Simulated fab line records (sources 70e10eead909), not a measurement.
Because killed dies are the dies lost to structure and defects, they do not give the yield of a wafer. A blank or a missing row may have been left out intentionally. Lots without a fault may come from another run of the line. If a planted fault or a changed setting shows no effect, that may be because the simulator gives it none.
Matching of chambers | flow nand-harc | NHARC_A_WL_FILL_ETCHBACK_26 on rie-si-05 has 4 sister chambers
The step etches the open film in HBr, target depth 52 nm, time 13.3 s. 20 wafers are shown with their chamber, then 10 later ones without.

EACH WAFER AND ITS CHAMBER
wafer  | chamber | drypump-motor-current-A (A) | rf-fwd-power-W (W) | oes-product-au (a.u.)
L074.1 | 0       | 5.9                         | 343.6              | 0.986
L074.2 | 3       | 6.6                         | 342.4              | 1.002
L074.5 | 0       | 5.9                         | 343.5              | 0.984
L075.4 | 0       | 5.9                         | 341.6              | 1.002
L075.5 | 3       | 6.6                         | 343.2              | 0.990
L075.6 | 0       | 5.9                         | 342.7              | 0.998
L077.1 | 1       | 5.6                         | 343.0              | 1.003
L077.4 | 2       | 4.9                         | 340.1              | 1.023
L077.5 | 2       | 4.8                         | 340.4              | 1.003
L079.1 | 3       | 6.5                         | 342.4              | 1.006
L079.4 | 2       | 4.9                         | 340.4              | 1.007
L079.5 | 0       | 5.9                         | 342.1              | 1.002
L080.3 | 0       | 5.9                         | 341.9              | 0.993
L080.4 | 1       | 5.6                         | 341.1              | 1.013
L080.6 | 3       | 6.5                         | 344.3              | 1.004
L082.1 | 3       | 6.5                         | 343.9              | 1.007
L082.3 | 0       | 5.9                         | 342.6              | 0.998
L082.5 | 3       | 6.5                         | 341.1              | 1.001
L086.1 | 0       | 5.9                         | 342.1              | 1.002
L086.5 | 1       | 5.6                         | 343.1              | 1.010

SIGNATURES (averages over the wafers above)
reading                 | chamber 0 | chamber 1 | chamber 2 | chamber 3 | scatter within a chamber
drypump-motor-current-A | 5.900     | 5.600     | 4.867     | 6.533     | 0.0354
rf-fwd-power-W          | 342.512   | 342.400   | 340.300   | 342.883   | 0.906
oes-product-au          | 0.99562   | 1.00867   | 1.01100   | 1.00167   | 0.00722
Rule: a wafer's distance from a chamber is the root of the sum, over the readings, of the square of ((its reading less the chamber's mean) divided by the reading's scatter). The wafer belongs to the nearest chamber; if the next one is less than 2 further off, it can't be placed. The scatter: the root of (the sum of the squares of (reading less its chamber's mean) over the shown wafers, divided by (wafers less chambers)).

WAFERS WITH NO CHAMBER GIVEN
wafer  | drypump-motor-current-A (A) | rf-fwd-power-W (W) | oes-product-au (a.u.)
L086.6 | 5.9                         | 343.4              | 1.009
L087.1 | 4.9                         | 342.8              | 1.007
L087.5 | 5.6                         | 341.5              | 0.996
L087.6 | 4.9                         | 341.6              | 0.998
L094.3 | 4.9                         | 342.2              | 0.995
L094.4 | 6.5                         | 344.3              | 1.010
L094.5 | 5.6                         | 343.3              | 1.000
L097.4 | 6.5                         | 344.2              | 0.998
L097.5 | 4.8                         | 343.2              | 1.005
L097.6 | 5.6                         | 343.7              | 1.009

CHAMBER TAKEN BY EACH
wafer  | from the rows above | in truth
L086.6 | 0                   | 0
L087.1 | 2                   | 2
L087.5 | 1                   | 1
L087.6 | 2                   | 2
L094.3 | 2                   | 2
L094.4 | 3                   | 3
L094.5 | 1                   | 1
L097.4 | 3                   | 3
L097.5 | 2                   | 2
L097.6 | 1                   | 1
Placed correctly: 10 of 10. Can't be placed from these rows: 0. Placed wrongly: 0.
